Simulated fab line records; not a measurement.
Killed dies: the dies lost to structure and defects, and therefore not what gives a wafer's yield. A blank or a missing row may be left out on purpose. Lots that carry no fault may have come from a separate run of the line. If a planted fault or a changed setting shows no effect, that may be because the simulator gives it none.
Chamber matching -- flow nand-harc -- NHARC_A_CHANNEL_FILL_D2_ALD_25 on ald-hk-01: 4 sister chambers
The step deposits SiOx, target thk 60 nm, pulse time 10 s, ald cycles 600. 4 wafers are shown with their chamber, then 9 later ones without.

== WAFERS PAIRED WITH THEIR CHAMBERS ==
wafer,chamber,heater-power-w (W)
L084.5,0,426
L084.6,1,400
L085.3,3,383
L085.5,2,401

== WAFERS WITHOUT THEIR CHAMBER ==
wafer,heater-power-w (W)
L086.1,403
L086.3,396
L086.6,389
L089.2,383
L089.3,437
L089.4,400
L091.2,406
L091.5,389
L091.6,421

== WHICH CHAMBER EACH ONE RAN IN ==
wafer,from the rows above,in truth
L086.1,can't be placed: 2 or 1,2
L086.3,can't be placed: 1 or 2 or 3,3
L086.6,can't be placed: 3 or 1 or 2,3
L089.2,3,3
L089.3,0,0
L089.4,can't be placed: 1 or 2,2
L091.2,can't be placed: 2 or 1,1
L091.5,can't be placed: 3 or 1 or 2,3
L091.6,0,0
Correctly placed: 3 of 9. Can't be placed from these rows: 6 (the true chamber is among the candidates in 6). 0 placed wrongly.
How it was worked out, from the rows above alone: a wafer's distance from a chamber is the root of the sum, over the readings, of the square of ((its reading less the chamber's mean) divided by the reading's scatter). If the next closest chamber is less than 2 further off than the closest, the wafer can't be placed; otherwise it belongs to the closest. The mean given for a chamber averages the wafers shown for that chamber. The scatter (one wafer shown for each chamber): square how far every hidden wafer sits from the nearest shown wafer, average those squares and take the square root.
